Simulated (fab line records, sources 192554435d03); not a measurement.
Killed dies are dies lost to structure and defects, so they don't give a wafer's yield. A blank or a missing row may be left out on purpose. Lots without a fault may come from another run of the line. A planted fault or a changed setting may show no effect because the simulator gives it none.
Which tool did it? | flow n5_finfet | 24 lots, 72 wafers sampled, at 3 steps of a route of 1938

WHAT THE GAUGES READ, wafer by wafer
N5_BEOL_M12_CD_MEAS_10: target cd 140 nm. Usual: cd_nm 140.8 nm, standard deviation 1.6.
lot  | measured     | on        | cd_nm (nm)        | flag
L074 | day 11 07:29 | cd_sem-01 | 140.7 141.1 143.9 |
L075 | day 11 07:43 | cd_sem-03 | 138.5 140.4 140.1 |
L077 | day 11 07:57 | cd_sem-03 | 141.9 143.7 141.7 |
L076 | day 11 09:57 | cd_sem-01 | 141.6 139.6 139.0 |
L080 | day 12 02:22 | cd_sem-03 | 140.1 137.1 139.1 |
L079 | day 12 00:50 | cd_sem-01 | 139.6 139.9 140.7 |
L078 | day 12 02:43 | cd_sem-03 | 139.3 140.3 140.6 |
L081 | day 12 08:33 | cd_sem-02 | 142.1 144.8 140.8 |
L082 | day 12 20:06 | cd_sem-02 | 139.3 138.6 138.7 |
L083 | day 12 21:33 | cd_sem-01 | 141.7 140.3 140.9 |
L084 | day 13 06:18 | cd_sem-01 | 142.6 141.0 141.0 |
L086 | day 13 08:46 | cd_sem-02 | 139.1 139.9 141.8 |
L085 | day 13 15:35 | cd_sem-03 | 138.9 140.9 141.9 |
L087 | day 14 07:36 | cd_sem-03 | 143.6 138.9 142.5 |
L088 | day 14 15:15 | cd_sem-03 | 143.0 139.0 139.8 |
L090 | day 14 15:02 | cd_sem-02 | 139.6 142.2 143.5 |
L092 | day 14 23:17 | cd_sem-03 | 143.0 140.9 139.9 |
L089 | day 15 07:46 | cd_sem-01 | 140.4 141.3 139.9 |
L091 | day 15 09:23 | cd_sem-03 | 141.5 142.0 141.3 |
L093 | day 15 14:49 | cd_sem-03 | 139.8 142.8 141.6 |
L094 | day 16 04:59 | cd_sem-02 | 141.8 139.8 141.1 |
L095 | day 16 06:14 | cd_sem-03 | 142.3 140.4 141.7 |
L096 | day 16 15:17 | cd_sem-03 | 136.9 138.5 139.2 |
L097 | day 16 23:35 | cd_sem-02 | 141.6 141.3 142.7 |

WHICH TOOL RAN EACH LOT (tool, then ch and the chambers of the sampled wafers, then the start)
lot  | N5_BEOL_M10_CURE_72           | N5_BEOL_M11_DEGAS_44
L074 | uv_cure-02 ch 0, day 10 21:03 | pvd_sputter-03, day 11 04:49
L075 | uv_cure-03 ch 2, day 10 21:34 | pvd_sputter-03, day 11 05:10
L077 | uv_cure-01 ch 1, day 10 21:34 | pvd_sputter-03, day 11 04:59
L076 | uv_cure-01 ch 0, day 10 22:03 | pvd_sputter-03, day 11 06:04
L080 | uv_cure-02 ch 0, day 11 15:25 | pvd_sputter-01, day 12 00:03
L079 | uv_cure-01 ch 0, day 11 15:25 | pvd_sputter-01, day 11 22:34
L078 | uv_cure-03 ch 1, day 11 16:23 | pvd_sputter-01, day 12 00:16
L081 | uv_cure-02 ch 1, day 11 22:04 | pvd_sputter-02, day 12 06:07
L082 | uv_cure-03 ch 1, day 12 07:50 | pvd_sputter-03, day 12 17:53
L083 | uv_cure-03 ch 1, day 12 12:02 | pvd_sputter-03, day 12 18:44
L084 | uv_cure-03 ch 2, day 12 19:38 | pvd_sputter-02, day 13 03:56
L086 | uv_cure-01 ch 1, day 12 21:47 | pvd_sputter-03, day 13 06:19
L085 | uv_cure-03 ch 1, day 13 06:14 | pvd_sputter-03, day 13 13:29
L087 | uv_cure-02 ch 2, day 13 18:37 | pvd_sputter-01, day 14 04:26
L088 | uv_cure-01 ch 2, day 14 03:08 | pvd_sputter-01, day 14 13:03
L090 | uv_cure-03 ch 0, day 14 04:16 | pvd_sputter-03, day 14 12:49
L092 | uv_cure-01 ch 0, day 14 12:05 | pvd_sputter-02, day 14 20:32
L089 | uv_cure-02 ch 0, day 14 19:43 | pvd_sputter-01, day 15 05:15
L091 | uv_cure-03 ch 0, day 14 20:27 | pvd_sputter-03, day 15 05:59
L093 | uv_cure-03 ch 1, day 15 04:44 | pvd_sputter-01, day 15 11:02
L094 | uv_cure-02 ch 0, day 15 11:49 | pvd_sputter-01, day 16 01:22
L095 | uv_cure-02 ch 1, day 15 13:35 | pvd_sputter-03, day 16 03:57
L096 | uv_cure-02 ch 2, day 16 03:35 | pvd_sputter-03, day 16 13:02
L097 | uv_cure-02 ch 0, day 16 13:01 | pvd_sputter-02, day 16 21:35
- N5_BEOL_M10_CURE_72: cures SiCOH lowk, time 120 s.
- N5_BEOL_M11_DEGAS_44: time 60 s.

WHAT THE TOOLS THEMSELVES READ (means of the sampled wafers that have a number; where no wafer has one, the mark that the record gives instead)
N5_BEOL_M10_CURE_72. Usual: lamp_power_pct 52.31 %, standard deviation 0.053; wafer_temp_C_max 371.8, standard deviation 0.78.
lot  | tool       | lamp_power_pct (%) | wafer_temp_C_max | flag
L074 | uv_cure-02 | 52.31              | 371.3            |
L075 | uv_cure-03 | 52.24              | 371.8            |
L077 | uv_cure-01 | 52.29              | 372.5            |
L076 | uv_cure-01 | 52.34              | 372.4            |
L080 | uv_cure-02 | 52.31              | 370.8            |
L079 | uv_cure-01 | 52.33              | 372.2            |
L078 | uv_cure-03 | 52.32              | 371.8            |
L081 | uv_cure-02 | 52.28              | 370.7            |
L082 | uv_cure-03 | 52.26              | 372.0            |
L083 | uv_cure-03 | 52.29              | 371.8            |
L084 | uv_cure-03 | 52.26              | 371.6            |
L086 | uv_cure-01 | 52.29              | 372.8            |
L085 | uv_cure-03 | 52.28              | 371.1            |
L087 | uv_cure-02 | 52.33              | 372.3            |
L088 | uv_cure-01 | 52.29              | 372.5            |
L090 | uv_cure-03 | 52.28              | 372.7            |
L092 | uv_cure-01 | 52.28              | 372.5            |
L089 | uv_cure-02 | 52.33              | 371.1            |
L091 | uv_cure-03 | 52.28              | 372.6            |
L093 | uv_cure-03 | 52.33              | 371.6            |
L094 | uv_cure-02 | 52.36              | 370.8            |
L095 | uv_cure-02 | 52.29              | 370.9            |
L096 | uv_cure-02 | 52.28              | 371.9            |
L097 | uv_cure-02 | 52.39              | 370.8            |

N5_BEOL_M11_DEGAS_44. Usual: heater_power_w 332 W, standard deviation 38.
lot  | tool           | heater_power_w (W) | flag
L074 | pvd_sputter-03 | 319                |
L075 | pvd_sputter-03 | 382                |
L077 | pvd_sputter-03 | 341                |
L076 | pvd_sputter-03 | 309                |
L080 | pvd_sputter-01 | 332                |
L079 | pvd_sputter-01 | 335                |
L078 | pvd_sputter-01 | 329                |
L081 | pvd_sputter-02 | 320                |
L082 | pvd_sputter-03 | 310                |
L083 | pvd_sputter-03 | 346                |
L084 | pvd_sputter-02 | 302                |
L086 | pvd_sputter-03 | 346                |
L085 | pvd_sputter-03 | 343                |
L087 | pvd_sputter-01 | 336                |
L088 | pvd_sputter-01 | 334                |
L090 | pvd_sputter-03 | 346                |
L092 | pvd_sputter-02 | 324                |
L089 | pvd_sputter-01 | 325                |
L091 | pvd_sputter-03 | 352                |
L093 | pvd_sputter-01 | 329                |
L094 | pvd_sputter-01 | 327                |
L095 | pvd_sputter-03 | 341                |
L096 | pvd_sputter-03 | 354                |
L097 | pvd_sputter-02 | 317                |

THE ANSWER, worked out from the rows above alone
Rule: a lot is off if the mean of its wafers that have a number lies more than 3 standard deviations from the usual mean. A lot without any number at a reading at which 4 lots or more have one is off too. The other lots that the step has rows for count as sound. The gauges are gone through in route order, then the tools' own readings, and for those a lot's mean is taken as printed above. The first step at which some lot is off is used, and at that step the reading that is off furthest; a lot without a number counts as furthest.
No lot is off at any reading shown: from this, nothing can be told.

WHAT THE SIMULATOR HAD PUT IN
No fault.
